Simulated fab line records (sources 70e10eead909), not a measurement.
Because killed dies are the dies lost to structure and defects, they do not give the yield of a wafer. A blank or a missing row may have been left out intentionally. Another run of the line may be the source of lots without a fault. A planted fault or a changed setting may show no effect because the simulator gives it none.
Struck lot and sound lot, side by side :: flow nand harc :: 15 steps out of a route of 1159
Sound: the wafers L180.2, L180.4, L180.6. Wafers L186.1, L186.3, L186.5 were the ones struck. The cause is named last.
Each step with rows lists, per side, the tool, then ch with its chambers, then its first start. Under that, the readings that differ: sound wafers :: struck wafers :: difference of the means :: sigmas: that difference in standard deviations of wafers without a fault.
alike: readings whose means differ by less than 2 such deviations, and words and numbers that are the same on both sides. not compared: withheld readings, readings that some wafer has no value for, bounds like >300 that may hide the same value, and numbers for which the record gives no deviation and whose values overlap.
The two part at a step that has a row with sigmas, a row that says differs or no value, or rows on one side only. Non-overlapping numbers with no deviation appear without sigmas and do not part them. A reading missing from all wafers of one side parts the sides only when that side holds two or more wafers.

first, 2 steps without rows for these wafers: NHARC_P_STI_SRD_39; NHARC_P_STI_OXIDE_40 (material SiO2, target thk 10 nm, ox time 1362 s).
NHARC_P_STI_INSPECT_25:
  struck on defect inspect-01, day 5 10:34; sound on defect inspect-01, day 4 02:43
  alike: raw defect count
then, 9 steps without rows for these wafers: NHARC_P_GATE_ETCH_69 (etches SiO2 in dHF, target depth 14 nm); NHARC_P_GATE_PRECLEAN_70 (cleans in SC1); NHARC_P_GATE_SRD_01; NHARC_P_GATE_OXIDE_02 (material SiO2, target thk 37.5 nm, ox time 365 s); NHARC_P_GATE_DEHYDRATE_03 (time 120 s); NHARC_P_GATE_HMDS_04 (time 30 s); NHARC_P_GATE_COAT_05; NHARC_P_GATE_SOFTBAKE_06 (time 95 s); NHARC_P_GATE_EBR_07.
NHARC_P_GATE_EXPOSE_08: exposes mask P HV.
  sound on krf scanner-02 ch 0, day 4 13:10; struck on krf scanner-03 ch 0, day 5 18:40
reading: model.P_GATE.overlay x nm (nm)
sound: -4.109 -4.109 -4.109
struck: 29.38 29.38 29.38
difference: +33.49
sigmas: 
  alike: mask
then, 1 step without rows for these wafers: NHARC_P_GATE_PEB_09 (peb time 85 s).
-- jump in the record: it breaks off in module P_GATE and resumes in module END (first step shown: number 1159 of the route), and 16 days separate the struck wafers' starts before and after --
NHARC_END_SORT_01:
  the record has rows for the struck wafers here (prober-01 ch 0, day 21 06:54) and none for the sound ones

== WHERE THEY PART ==
At NHARC_END_SORT_01 and nowhere else, as far as this record goes.

WHY: whatever the simulator had introduced
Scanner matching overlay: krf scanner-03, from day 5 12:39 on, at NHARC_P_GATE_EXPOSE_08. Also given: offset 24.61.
